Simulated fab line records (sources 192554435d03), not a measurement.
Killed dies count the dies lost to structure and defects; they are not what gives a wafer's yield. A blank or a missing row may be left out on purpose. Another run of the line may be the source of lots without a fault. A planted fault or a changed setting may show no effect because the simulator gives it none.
Matching of chambers -- flow n5_finfet -- N5_BEOL_M11_ETCH_65 on rie_diel-02: 4 sister chambers
The step etches SiARC in CF4, target depth 39 nm, time 65 s. 4 wafers are shown with their chamber, then 8 later ones without.

== WAFERS WITH THEIR CHAMBER ==
wafer,chamber,showerhead_plenum_p_Torr (Torr)
L077.5,2,2.11
L079.4,0,2.19
L080.6,1,2.12
L089.1,3,2.26

== WAFERS MISSING THEIR CHAMBER ==
wafer,showerhead_plenum_p_Torr (Torr)
L089.2,2.10
L089.6,2.19
L092.1,2.11
L092.2,2.10
L092.5,2.11
L095.1,2.10
L095.4,2.11
L095.6,2.26

== WHICH CHAMBER EACH WENT THROUGH ==
wafer,from the rows above,in truth
L089.2,can't be placed: 2 or 1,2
L089.6,0,0
L092.1,can't be placed: 2 or 1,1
L092.2,can't be placed: 2 or 1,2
L092.5,can't be placed: 2 or 1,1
L095.1,can't be placed: 2 or 1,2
L095.4,can't be placed: 2 or 1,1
L095.6,3,3
2 of 8 placed correctly. Not placeable from these rows: 6 (in 6, the candidates include the true chamber). Number placed wrongly: 0.
How it was worked out, from the rows above alone: a wafer's distance from a chamber is the root of the sum, over the readings, of the square of ((its reading less the chamber's mean) divided by the reading's scatter). If the next closest chamber is less than 2 further off than the closest, the wafer can't be placed; otherwise it belongs to the closest. For every chamber, the mean is computed from those of its wafers that are shown. The scatter: root of mean squared gap, hidden wafer to nearest shown wafer, with one shown wafer a chamber.
